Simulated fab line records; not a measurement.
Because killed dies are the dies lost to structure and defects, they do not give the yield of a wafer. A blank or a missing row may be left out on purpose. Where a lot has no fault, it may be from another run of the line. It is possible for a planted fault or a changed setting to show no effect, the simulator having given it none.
Which tool is to blame? / flow n5_finfet / 10 lots with 29 wafers sampled at 6 steps, on a route of 1938 steps

## WHAT THE GAUGES SHOWED, per wafer
N5_BEOL_M4_RC_MEAS_101.
lot=L344; measured=day 7 20:41; on=prober-01; DIBL_N (mV/V)=35.0 32.8 33.8
lot=L345; measured=day 8 00:44; on=prober-01; DIBL_N (mV/V)=37.3 35.4
lot=L346; measured=day 8 00:55; on=prober-02; DIBL_N (mV/V)=36.3 35.1 32.8
lot=L347; measured=day 9 02:25; on=prober-02; DIBL_N (mV/V)=33.3 36.6 34.8
lot=L349; measured=day 9 03:22; on=prober-01; DIBL_N (mV/V)=38.7 36.1 33.1
lot=L353; measured=day 9 23:51; on=prober-02; DIBL_N (mV/V)=37.8 35.3 35.8
lot=L359; measured=day 12 00:31; on=prober-01; DIBL_N (mV/V)=35.9 34.5 33.3
lot=L361; measured=day 12 02:56; on=prober-02; DIBL_N (mV/V)=37.0 37.4 36.6
lot=L363; measured=day 12 17:16; on=prober-02; DIBL_N (mV/V)=38.6 39.9 38.5
lot=L366; measured=day 13 18:15; on=prober-01; DIBL_N (mV/V)=37.4 33.0 37.6

## WHAT TOOL EACH LOT RAN ON (gives the tool, then ch and the chambers of the sampled wafers, and finally the start)
lot=L344; N5_BEOL_M3_PECVD_72=pecvd-04 ch 1,2, day 6 23:40; N5_BEOL_M3_SPUTTER_92=pvd_sputter-02, day 7 10:34; N5_BEOL_M3_ANNEAL_51=rtp_anneal-01 ch 0, day 7 11:15; N5_BEOL_M3_CMP_52=cmp-04 ch 0,1,3, day 7 11:32; N5_BEOL_M3_CO_CAP_55=cvd_co-01 ch 1,2, day 7 11:52
lot=L345; N5_BEOL_M3_PECVD_72=pecvd-02 ch 1, day 7 01:53; N5_BEOL_M3_SPUTTER_92=pvd_sputter-01, day 7 10:58; N5_BEOL_M3_ANNEAL_51=rtp_anneal-01 ch 0, day 7 11:37; N5_BEOL_M3_CMP_52=cmp-01 ch 3, day 7 11:56; N5_BEOL_M3_CO_CAP_55=cvd_co-02 ch 0,1, day 7 12:16
lot=L346; N5_BEOL_M3_PECVD_72=pecvd-02 ch 0,2, day 7 03:50; N5_BEOL_M3_SPUTTER_92=pvd_sputter-03, day 7 13:25; N5_BEOL_M3_ANNEAL_51=rtp_anneal-01 ch 0, day 7 14:09; N5_BEOL_M3_CMP_52=cmp-01 ch 1,2, day 7 14:21; N5_BEOL_M3_CO_CAP_55=cvd_co-02 ch 0,1,2, day 7 14:44
lot=L347; N5_BEOL_M3_PECVD_72=pecvd-03 ch 0,1,2, day 7 20:08; N5_BEOL_M3_SPUTTER_92=pvd_sputter-02, day 8 14:03; N5_BEOL_M3_ANNEAL_51=rtp_anneal-02 ch 0, day 8 14:46; N5_BEOL_M3_CMP_52=cmp-04 ch 0,1, day 8 14:59; N5_BEOL_M3_CO_CAP_55=cvd_co-01 ch 0,1, day 8 15:21
lot=L349; N5_BEOL_M3_PECVD_72=pecvd-03 ch 0,1, day 8 03:12; N5_BEOL_M3_SPUTTER_92=pvd_sputter-02, day 8 18:13; N5_BEOL_M3_ANNEAL_51=rtp_anneal-01 ch 0, day 8 18:54; N5_BEOL_M3_CMP_52=cmp-04 ch 1,2, day 8 19:09; N5_BEOL_M3_CO_CAP_55=cvd_co-01 ch 0,2, day 8 19:31
lot=L353; N5_BEOL_M3_PECVD_72=pecvd-02 ch 0,2, day 9 03:10; N5_BEOL_M3_SPUTTER_92=pvd_sputter-03, day 9 09:37; N5_BEOL_M3_ANNEAL_51=rtp_anneal-02 ch 0, day 9 10:15; N5_BEOL_M3_CMP_52=cmp-03 ch 1,3, day 9 10:32; N5_BEOL_M3_CO_CAP_55=cvd_co-02 ch 0,2, day 9 10:55
lot=L359; N5_BEOL_M3_PECVD_72=pecvd-03 ch 0,1,2, day 10 21:20; N5_BEOL_M3_SPUTTER_92=pvd_sputter-02, day 11 10:17; N5_BEOL_M3_ANNEAL_51=rtp_anneal-01 ch 0, day 11 11:08; N5_BEOL_M3_CMP_52=cmp-01 ch 2,3, day 11 11:23; N5_BEOL_M3_CO_CAP_55=cvd_co-02 ch 1,2, day 11 11:46
lot=L361; N5_BEOL_M3_PECVD_72=pecvd-02 ch 0,1,2, day 11 05:36; N5_BEOL_M3_SPUTTER_92=pvd_sputter-01, day 11 13:09; N5_BEOL_M3_ANNEAL_51=rtp_anneal-02 ch 0, day 11 13:47; N5_BEOL_M3_CMP_52=cmp-03 ch 1,2, day 11 14:05; N5_BEOL_M3_CO_CAP_55=cvd_co-02 ch 1,2, day 11 14:27
lot=L363; N5_BEOL_M3_PECVD_72=pecvd-04 ch 0,1,2, day 11 17:09; N5_BEOL_M3_SPUTTER_92=pvd_sputter-01, day 12 03:20; N5_BEOL_M3_ANNEAL_51=rtp_anneal-02 ch 0, day 12 04:01; N5_BEOL_M3_CMP_52=cmp-01 ch 1,2,3, day 12 04:20; N5_BEOL_M3_CO_CAP_55=cvd_co-02 ch 1,2, day 12 04:38
lot=L366; N5_BEOL_M3_PECVD_72=pecvd-02 ch 0,1,2, day 12 15:06; N5_BEOL_M3_SPUTTER_92=pvd_sputter-01, day 13 03:46; N5_BEOL_M3_ANNEAL_51=rtp_anneal-01 ch 0, day 13 04:24; N5_BEOL_M3_CMP_52=cmp-03 ch 0,1,3, day 13 04:42; N5_BEOL_M3_CO_CAP_55=cvd_co-02 ch 0,1,2, day 13 05:04
- N5_BEOL_M3_PECVD_72: deposits SiO2 from TEOS/O2, target thk 16 nm, time 18 s.
- N5_BEOL_M3_SPUTTER_92: material Cu, target thk 4.5 nm, time 8.29 s.
- N5_BEOL_M3_ANNEAL_51: time 90 s.
- N5_BEOL_M3_CMP_52: polishes, stops on SiOC, t overpolish 6.8 s, target thk 40 nm.
- N5_BEOL_M3_CO_CAP_55: material Co, precursor CCTBA/H2, target thk 2 nm, time 102.1 s.

## THE ANSWER, worked out from the rows above alone
Rule: usual is defined by the lots themselves. The widest of any qualifying gaps counts: lots, ordered by their means at a reading, are off when they make up no more than a third of the lots, leave a main group of 4 or more, and stand apart from it by 3 or more times the standard deviation of that group's means. A main group whose means are all the same, to the digits that the tables above print for the reading, isn't used. Also off: a lot with no number at a reading for which 4 or more lots have one. All remaining lots with rows at the step are treated as sound.
No lot is off at any reading shown: from this, nothing can be told.

## WHAT HAD BEEN PUT IN BY THE SIMULATOR
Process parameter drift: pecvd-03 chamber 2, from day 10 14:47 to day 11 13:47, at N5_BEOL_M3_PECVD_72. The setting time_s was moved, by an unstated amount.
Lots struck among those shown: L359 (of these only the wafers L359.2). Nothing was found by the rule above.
